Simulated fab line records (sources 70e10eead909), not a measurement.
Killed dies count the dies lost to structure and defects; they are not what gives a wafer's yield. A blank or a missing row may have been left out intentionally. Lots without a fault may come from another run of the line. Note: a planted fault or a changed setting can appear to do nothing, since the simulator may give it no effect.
What tool caused it? | flow nand_harc | 32 wafers from 11 lots sampled at 5 of the route's 1302 steps

WHAT THE GAUGES READ, wafer by wafer
NHARC_END_SORT_01. Usual: killed_at_array 59, standard deviation 17; killed_at_other 0.7, standard deviation 0.9; killed_at_periphery 3.6, standard deviation 2.3; killed_dies 63, standard deviation 18; killed_open 3.4, standard deviation 1.9; killed_short 2.6, standard deviation 1.7.
lot  | measured     | on        | killed_at_array | killed_at_other | killed_at_periphery | killed_dies | killed_open | killed_short | flag
L789 | day 28 12:28 | prober-01 | 669 92 86       | 1 2 0           | 7 6 7               | 677 100 93  | 3 6 3       | 4 2 2        | OFF
L792 | day 29 12:18 | prober-01 | 673 673         | 0 0             | 4 4                 | 677 677     | 3 5         | 3 4          | OFF

WHAT TOOL EACH LOT RAN ON (gives the tool, then ch and the chambers of the sampled wafers, and finally the start)
lot  | NHARC_A_STAIRCASE_ETCH_169         | NHARC_A_STAIRCASE_ETCH_13                     | NHARC_A_STAIRCASE_TRIM_20          | NHARC_A_STAIRCASE_TRIM_22
L782 | rie_diel-01 ch 0,1,3, day 15 19:01 | rie_diel-09 ch 0,3, day 15 23:40 or earlier   | rie_diel-01 ch 0,2,3, day 15 23:40 | rie_diel-01 ch 2,3, day 15 23:59
L785 | rie_diel-09 ch 2,3, day 16 21:18   | rie_diel-06 ch 0,1,3, day 17 00:48 or earlier | rie_diel-09 ch 1,2, day 17 00:48   | rie_diel-09 ch 2,3, day 17 01:08
L783 | rie_diel-09 ch 1,2,3, day 17 00:43 | rie_diel-06 ch 0,1,2, day 17 04:10 or earlier | rie_diel-06 ch 0,1,3, day 17 04:10 | rie_diel-06 ch 0,1,3, day 17 04:32
L787 | rie_diel-01 ch 0,3, day 18 13:16   | rie_diel-01 ch 0,1, day 18 16:07 or earlier   | rie_diel-01 ch 1,2, day 18 16:07   | rie_diel-01 ch 2,3, day 18 16:29
L789 | rie_diel-01 ch 0,1, day 19 14:10   | rie_diel-01 ch 0,2,3, day 19 17:05 or earlier | rie_diel-01 ch 0,2,3, day 19 17:05 | rie_diel-01 ch 0,3, day 19 17:17
L792 | rie_diel-01 ch 0,3, day 20 02:12   | rie_diel-01 ch 0, day 20 05:20 or earlier     | rie_diel-01 ch 1,2, day 20 05:20   | rie_diel-01 ch 0,2, day 20 05:41
L797 | rie_diel-01 ch 1,2,3, day 22 13:16 | rie_diel-06 ch 0,2,3, day 22 15:59 or earlier | rie_diel-09 ch 0,2,3, day 22 15:59 | rie_diel-09 ch 0,1,2, day 22 16:18
L800 | rie_diel-09 ch 0,1,3, day 23 14:17 | rie_diel-01 ch 0,1,2, day 23 17:06 or earlier | rie_diel-01 ch 0,3, day 23 17:06   | rie_diel-01 ch 1,3, day 23 17:25
L801 | rie_diel-06 ch 0,3, day 24 13:42   | rie_diel-01 ch 0,1,2, day 24 16:44 or earlier | rie_diel-01 ch 0,1,2, day 24 16:44 | rie_diel-01 ch 0,1, day 24 17:05
L803 | rie_diel-09 ch 0,1,3, day 24 19:50 | rie_diel-09 ch 1,2, day 24 22:34 or earlier   | rie_diel-01 ch 0,1, day 24 22:34   | rie_diel-01 ch 1,2, day 24 22:55
L804 | rie_diel-06 ch 0,3, day 25 09:56   | rie_diel-01 ch 1,2,3, day 25 12:44 or earlier | rie_diel-01 ch 1,2,3, day 25 12:44 | rie_diel-01 ch 2,3, day 25 12:59
- NHARC_A_STAIRCASE_ETCH_169: etches the open film in CH3F/O2, target depth 50 nm, time 107.1 s.
- NHARC_A_STAIRCASE_ETCH_13: etches the open film in C4F8/O2, target depth 100 nm, time 40.5 s.
- NHARC_A_STAIRCASE_TRIM_20: chemistry O2, time 211.2 s.
- NHARC_A_STAIRCASE_TRIM_22: chemistry O2, time 211.2 s.

AS READ BY THE TOOLS THEMSELVES (means over the sampled wafers that have a number; for cases with no such wafer, the mark the record gives instead)
NHARC_A_STAIRCASE_ETCH_169. Usual: drypump_motor_current_A 5.6 A, standard deviation 0.4; mfc_ar_sccm 200.0 sccm, standard deviation 0.53; oes_product_au 0.958 a.u., standard deviation 0.018; rf_vpp_V 243.6 V, standard deviation 1.3; showerhead_plenum_p_Torr 2.41 Torr, standard deviation 0.073; throttle_valve_pct 20.664 %, standard deviation 0.0095.
lot  | tool        | drypump_motor_current_A (A) | mfc_ar_sccm (sccm) | oes_product_au (a.u.) | rf_vpp_V (V) | showerhead_plenum_p_Torr (Torr) | throttle_valve_pct (%) | flag
L782 | rie_diel-01 | 5.3                         | 199.8              | 0.963                 | 244.2        | 2.42                            | 20.656                 |
L785 | rie_diel-09 | 5.8                         | 200.2              | 0.914                 | 246.1        | 2.50                            | 20.666                 |
L783 | rie_diel-09 | 5.9                         | 199.9              | 0.937                 | 244.4        | 2.45                            | 20.677                 |
L787 | rie_diel-01 | 5.5                         | 200.3              | 0.977                 | 243.3        | 2.38                            | 20.658                 |
L789 | rie_diel-01 | 5.4                         | 200.1              | 0.950                 | 244.6        | 2.44                            | 20.658                 |
L792 | rie_diel-01 | 5.5                         | 199.6              | 0.935                 | 244.4        | 2.36                            | 20.674                 |
L797 | rie_diel-01 | 5.3                         | 199.8              | 0.966                 | 241.9        | 2.38                            | 20.665                 |
L800 | rie_diel-09 | 5.9                         | 200.3              | 0.968                 | 243.2        | 2.38                            | 20.660                 |
L801 | rie_diel-06 | 5.8                         | 200.3              | 0.967                 | 244.1        | 2.38                            | 20.665                 |
L803 | rie_diel-09 | 5.9                         | 200.2              | 0.974                 | 243.3        | 2.38                            | 20.662                 |
L804 | rie_diel-06 | 5.8                         | 199.5              | 0.968                 | 242.3        | 2.37                            | 20.669                 |

NHARC_A_STAIRCASE_ETCH_13. Usual: oes_product_au 0.942 a.u., standard deviation 0.013; rf_vpp_V 893 V, standard deviation 3.8.
lot  | tool        | oes_product_au (a.u.) | rf_vpp_V (V) | flag
L782 | rie_diel-09 | 0.917                 | 892          |
L785 | rie_diel-06 | 0.945                 | 894          |
L783 | rie_diel-06 | 0.931                 | 898          |
L787 | rie_diel-01 | 0.947                 | 897          |
L789 | rie_diel-01 | 0.940                 | 890          |
L792 | rie_diel-01 | 0.924                 | 892          |
L797 | rie_diel-06 | 0.960                 | 894          |
L800 | rie_diel-01 | 0.951                 | 893          |
L801 | rie_diel-01 | 0.941                 | 892          |
L803 | rie_diel-09 | 0.960                 | 893          |
L804 | rie_diel-01 | 0.956                 | 892          |

NHARC_A_STAIRCASE_TRIM_20. Usual: for drypump_motor_current_A, 5.6 A with a standard deviation of 0.41; for mfc_ar_sccm, 0.011 sccm with a standard deviation of 0.011; for oes_product_au, 1.001 a.u. with a standard deviation of 0.009; for rf_vpp_V, 57.7 V with a standard deviation of 0.87; for run_length_s, 232.7 s with a standard deviation of 0.52; for showerhead_plenum_p_Torr, 3.46 Torr with a standard deviation of 0.1; for throttle_valve_pct, 17.036 % with a standard deviation of 0.0085.
lot  | tool        | drypump_motor_current_A (A) | mfc_ar_sccm (sccm) | oes_product_au (a.u.) | rf_vpp_V (V) | run_length_s (s) | showerhead_plenum_p_Torr (Torr) | throttle_valve_pct (%) | flag
L782 | rie_diel-01 | 5.6                         | 0.005              | 1.001                 | 57.6         | 232.6            | 3.39                            | 17.034                 |
L785 | rie_diel-09 | 6.0                         | 0.021              | 0.997                 | 58.0         | 232.5            | 3.49                            | 17.040                 |
L783 | rie_diel-06 | 5.8                         | 0.018              | 1.008                 | 57.8         | 232.7            | 3.49                            | 17.041                 |
L787 | rie_diel-01 | 5.2                         | 0.007              | 1.001                 | 57.9         | 233.1            | 3.52                            | 17.035                 |
L789 | rie_diel-01 | 5.6                         | 0.005              | 1.004                 | 58.2         | 232.7            | 3.38                            | 17.035                 |
L792 | rie_diel-01 | 5.3                         | 0.006              | 1.002                 | 58.6         | 232.7            | 3.46                            | 17.026                 |
L797 | rie_diel-09 | 5.8                         | 0.019              | 0.996                 | 57.9         | 232.8            | 3.48                            | 17.031                 |
L800 | rie_diel-01 | 5.4                         | 0.004              | 0.996                 | 57.1         | 232.8            | 3.37                            | 17.038                 |
L801 | rie_diel-01 | 5.5                         | 0.008              | 0.998                 | 57.7         | 232.7            | 3.44                            | 17.028                 |
L803 | rie_diel-01 | 5.4                         | 0.010              | 0.997                 | 58.1         | 232.8            | 3.49                            | 17.035                 |
L804 | rie_diel-01 | 5.4                         | 0.004              | 1.009                 | 56.8         | 232.8            | 3.40                            | 17.039                 |

NHARC_A_STAIRCASE_TRIM_22. Usual: for drypump_motor_current_A, 5.6 A with a standard deviation of 0.4; for mfc_ar_sccm, 0.010 sccm with a standard deviation of 0.011; for oes_product_au, 1.000 a.u. with a standard deviation of 0.0088; for rf_vpp_V, 57.6 V with a standard deviation of 0.87; for run_length_s, 232.7 s with a standard deviation of 0.51; for showerhead_plenum_p_Torr, 3.46 Torr with a standard deviation of 0.11; for throttle_valve_pct, 17.037 % with a standard deviation of 0.0085.
lot  | tool        | drypump_motor_current_A (A) | mfc_ar_sccm (sccm) | oes_product_au (a.u.) | rf_vpp_V (V) | run_length_s (s) | showerhead_plenum_p_Torr (Torr) | throttle_valve_pct (%) | flag
L782 | rie_diel-01 | 5.7                         | 0.003              | 1.005                 | 56.8         | 232.4            | 3.35                            | 17.031                 |
L785 | rie_diel-09 | 5.8                         | 0.027              | 0.995                 | 57.2         | 232.9            | 3.59                            | 17.027                 |
L783 | rie_diel-06 | 5.8                         | 0.018              | 1.004                 | 57.7         | 232.6            | 3.49                            | 17.031                 |
L787 | rie_diel-01 | 5.5                         | 0.001              | 1.001                 | 57.4         | 232.9            | 3.34                            | 17.042                 |
L789 | rie_diel-01 | 5.4                         | 0.004              | 0.998                 | 57.2         | 258.2            | 3.38                            | 17.037                 | OFF
L792 | rie_diel-01 | 5.8                         | 0.007              | 1.008                 | 57.1         | 308.9            | 3.39                            | 17.044                 | OFF
L797 | rie_diel-09 | 5.9                         | 0.011              | 1.002                 | 57.8         | 232.5            | 3.41                            | 17.031                 |
L800 | rie_diel-01 | 5.0                         | 0.006              | 0.993                 | 58.0         | 233.3            | 3.50                            | 17.023                 |
L801 | rie_diel-01 | 5.4                         | 0.010              | 1.005                 | 57.2         | 232.7            | 3.49                            | 17.040                 |
L803 | rie_diel-01 | 5.5                         | 0.006              | 1.006                 | 57.8         | 232.9            | 3.40                            | 17.037                 |
L804 | rie_diel-01 | 5.7                         | 0.003              | 1.003                 | 57.8         | 232.3            | 3.31                            | 17.032                 |

THE ANSWER, worked out from the rows above alone
Rule: a lot counts as off when the mean over its wafers that have a number is more than 3 standard deviations away from the usual mean. A lot without any number at a reading at which 4 lots or more have one is off too. The other lots that the step has rows for count as sound. The gauges are gone through in route order, then the tools' own readings, and for those a lot's mean is taken as printed above. The first step at which some lot is off is used, and at that step the reading that is off furthest; a lot without a number counts as furthest.
Off: L789, L792 (NHARC_END_SORT_01, killed_at_array). Neither off nor sound, because the step has no rows for them: L782, L785, L783, L787, L797, L800, L801, L803, L804.
If a tool, at a process step before that reading, ran all the lots that are off and no sound lot after the first of them, it fits. The gauges at NHARC_END_SORT_01 aren't tried: what is off there is off at NHARC_A_STAIRCASE_TRIM_22 too, on other tools, and a gauge's error can't cause that. NHARC_A_STAIRCASE_ETCH_13 gives no start for some lots, so the hours and the order of its lots are those of NHARC_A_STAIRCASE_TRIM_20. One candidate fits, namely rie_diel-01 at NHARC_A_STAIRCASE_ETCH_169 and NHARC_A_STAIRCASE_ETCH_13 and NHARC_A_STAIRCASE_TRIM_20 and NHARC_A_STAIRCASE_TRIM_22. It ran no sound lot before its first lot that is off in this sample, so the start can't be narrowed down.

WHAT HAD BEEN PUT IN BY THE SIMULATOR
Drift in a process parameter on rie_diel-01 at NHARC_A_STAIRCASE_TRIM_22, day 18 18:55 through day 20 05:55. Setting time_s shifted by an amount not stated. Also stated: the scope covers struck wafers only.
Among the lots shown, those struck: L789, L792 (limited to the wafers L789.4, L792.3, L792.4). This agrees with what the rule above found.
